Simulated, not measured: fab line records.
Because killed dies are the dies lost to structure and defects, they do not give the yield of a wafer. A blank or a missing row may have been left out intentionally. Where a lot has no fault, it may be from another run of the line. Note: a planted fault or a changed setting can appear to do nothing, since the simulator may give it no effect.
Matching of chambers ; flow n5-finfet ; N5_BEOL_M0_SAQP_MANDREL_ETCH_20 on rie-si-01: 4 sister chambers
The step etches a-Si in HBr/Cl2, stops on SiNx, target depth 60 nm, bt time 10 s, time 30 s. 27 wafers are shown with their chamber, then 12 later ones without.

EACH WAFER AND ITS CHAMBER
wafer;chamber;drypump-motor-current-A (A);throttle-valve-pct (%);oes-product-au (a.u.)
L076.1;3;5.8;35.7;0.787
L076.4;1;6.3;35.7;0.785
L076.6;3;5.8;35.7;0.796
L077.2;2;6.3;35.5;0.774
L077.5;3;5.8;35.8;0.784
L077.6;0;5.4;35.4;0.773
L081.3;0;5.4;35.4;0.772
L081.4;1;6.3;35.7;0.780
L081.5;0;5.4;35.4;0.789
L084.1;2;6.3;35.5;0.780
L084.2;0;5.3;35.4;0.759
L084.3;3;5.8;35.7;0.783
L085.1;3;5.9;35.8;0.780
L085.3;2;6.3;35.5;0.775
L085.4;0;5.4;35.4;0.772
L086.1;0;5.3;35.4;0.768
L086.2;3;5.9;35.7;0.795
L086.4;2;6.3;35.5;0.776
L087.2;2;6.3;35.5;0.774
L087.4;1;6.3;35.7;0.783
L087.6;0;5.4;35.4;0.768
L089.1;0;5.4;35.4;0.756
L089.3;3;5.9;35.7;0.792
L089.6;3;5.9;35.7;0.789
L090.2;0;5.4;35.4;0.768
L090.4;3;5.9;35.7;0.785
L090.5;0;5.4;35.4;0.781

SIGNATURES (averages over the wafers above)
reading;chamber 0;chamber 1;chamber 2;chamber 3;scatter within a chamber
drypump-motor-current-A;5.380;6.300;6.300;5.856;0.0408
throttle-valve-pct;35.400;35.700;35.500;35.722;0.026
oes-product-au;0.77060;0.78267;0.77580;0.78789;0.00694
Rule: for a wafer and a chamber, the distance is found by dividing, reading by reading, the gap between the wafer's reading and the chamber's mean by the reading's scatter, squaring, summing and taking the root. The wafer belongs to the nearest chamber; if the next one is less than 2 further off, it can't be placed. The scatter: the root of (the sum of the squares of (reading less its chamber's mean) over the shown wafers, divided by (wafers less chambers)).

WAFERS MISSING THEIR CHAMBER
wafer;drypump-motor-current-A (A);throttle-valve-pct (%);oes-product-au (a.u.)
L092.1;6.3;35.7;0.764
L092.4;6.3;35.5;0.772
L092.5;5.4;35.4;0.758
L093.3;6.3;35.5;0.769
L093.4;5.4;35.4;0.773
L093.5;6.3;35.7;0.786
L094.1;6.3;35.7;0.772
L094.2;5.3;35.4;0.761
L094.5;5.8;35.7;0.791
L095.2;5.8;35.8;0.780
L095.3;6.3;35.5;0.777
L095.4;5.4;35.4;0.771

WHICH CHAMBER EACH ONE RAN IN
wafer;from the rows above;in truth
L092.1;1;1
L092.4;2;2
L092.5;0;0
L093.3;2;2
L093.4;0;0
L093.5;1;1
L094.1;1;1
L094.2;0;0
L094.5;3;3
L095.2;3;3
L095.3;2;2
L095.4;0;0
12 of 12 placed correctly. From these rows, 0 cannot be placed. 0 placed wrongly.
